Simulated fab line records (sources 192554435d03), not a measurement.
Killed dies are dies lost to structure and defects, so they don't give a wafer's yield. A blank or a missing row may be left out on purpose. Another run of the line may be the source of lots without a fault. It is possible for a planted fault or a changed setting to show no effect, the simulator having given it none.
A lot that was struck, set against a sound lot + flow n5 finfet + 35 out of 1938 route steps
Sound: wafers L987.1, L987.3, L987.6. Wafers L102.2, L102.3, L102.5 were the ones struck. At the end, the cause is stated.
Order at every step that has rows: each side's tool, ch and its chambers, its first start. Under that, the readings that differ: sound wafers + struck wafers + difference of the means + sigmas: that difference in standard deviations of wafers without a fault.
alike: same words and numbers on both sides, and readings whose means sit less than 2 such deviations apart. not compared: any withheld reading, any reading some wafer has no value for, any bound like >300 that may hide the same value, and any number with overlapping values for which the record gives no deviation.
The two part at a step that has a row with sigmas, a row that says differs or no value, or rows on one side only. Numbers that have no deviation but don't overlap get no sigmas and don't part them. A reading that every wafer of one side lacks parts them only if that side has two wafers or more.

first, 8 steps without rows for these wafers: N5_BEOL_M5_ANNEAL_51 (time 90 s); N5_BEOL_M5_CMP_52 (polishes, stops on SiCOH lowk, t overpolish 6.9 s, target thk 62 nm); N5_BEOL_M5_PRE_CLEAN_77 (time 15 s); N5_BEOL_M5_CO_CAP_78 (material Co, precursor CCTBA/H2, target thk 2 nm, time 102.1 s); N5_BEOL_M5_PRE_CLEAN_55 (time 15 s); N5_BEOL_M5_DEP_56 (deposits SiCN from 3MS/NH3, target thk 8 nm, time 14 s); N5_BEOL_M6_ILD_DEP_00 (deposits SiCOH lowk from DEMS/porogen, target thk 179.75 nm, time 33.4 s); N5_BEOL_M6_CURE_74 (cures SiCOH lowk, time 240 s).
N5_BEOL_M6_PECVD_70: deposits SiO2 from TEOS/O2, target thk 20 nm, time 22.7 s.
  sound on pecvd-04 ch 0,1, day 8 19:19; struck on pecvd-04 ch 0,1, day 12 12:45
| reading                                    | sound        | struck       | difference | sigmas |
|--------------------------------------------|--------------|--------------|------------|--------|
| model.SiO2_of_BEOL_M6_PECVD_70.thk nm (nm) | 19.8 19.6 20 | 20.6 20.2 21 | +0.8       |        |
  alike: heater power outer w, heater power w, showerhead plenum p Torr, throttle valve pct
then, 25 steps without rows for these wafers: N5_BEOL_M6_HM_DEP_02 (deposits TiN, target thk 20 nm); N5_BEOL_M6_COAT_59 (time 60 s, resist thk 100 nm); N5_BEOL_M6_COAT_60 (time 60 s, resist thk 35 nm); N5_BEOL_M6_COAT_05 (resist thk 90 nm); N5_BEOL_M6_EBR_07; N5_BEOL_M6_SOFTBAKE_06 (time 60 s); N5_BEOL_M6_EXPOSE_08 (exposes mask M6); N5_BEOL_M6_PEB_09 (peb time 60 s); N5_BEOL_M6_DEVELOP_10 (develop time 30 s); N5_BEOL_M6_DESCUM_16 (chemistry O2, time 7.9 s); N5_BEOL_M6_ETCH_61 (etches SiARC in CF4, target depth 45.5 nm, time 75.8 s); N5_BEOL_M6_ETCH_62 (etches SOC in N2/H2, target depth 110 nm, overetch 22 nm, time 165 s); N5_BEOL_M6_STRIP_68 (strips in N2/H2); N5_BEOL_M6_STRIP_67 (strips in CF4); N5_BEOL_M6_HM_OPEN_17 (chemistry Cl2/BCl3, target TiN, target depth 20 nm, overetch 6 nm); N5_BEOL_M6_STRIP_19 (strips in O2); N5_BEOL_M6_COAT_63 (time 60 s, resist thk 60 nm); N5_BEOL_M6_COAT_64 (time 60 s, resist thk 12 nm); N5_BEOL_M6_COAT_71 (time 60 s, resist thk 5 nm); N5_BEOL_M6_COAT_22 (resist thk 30 nm); N5_BEOL_M6_EBR_24; N5_BEOL_M6_SOFTBAKE_23 (time 60 s); N5_BEOL_M6_EXPOSE_25 (exposes mask V5, target cd 40 nm); N5_BEOL_M6_PEB_26 (peb time 60 s); N5_BEOL_M6_DEVELOP_27 (develop time 30 s).
N5_BEOL_M6_HM_STRIP_39: strips TiN in peroxide tin strip, target depth 25 nm, time 158 s.
  sound on wet bench-03 ch 0,1,7, day 8 22:56; struck on wet bench-04 ch 3,4,7, day 12 17:50
| reading                                    | sound          | struck       | difference | sigmas |
|--------------------------------------------|----------------|--------------|------------|--------|
| model.SiO2_of_BEOL_M6_PECVD_70.thk nm (nm) | 19.6 19.4 19.8 | 20.4 20 20.8 | +0.8       |        |

## WHERE THEY PART
Nowhere in this record.

WHY: what had been put in by the simulator
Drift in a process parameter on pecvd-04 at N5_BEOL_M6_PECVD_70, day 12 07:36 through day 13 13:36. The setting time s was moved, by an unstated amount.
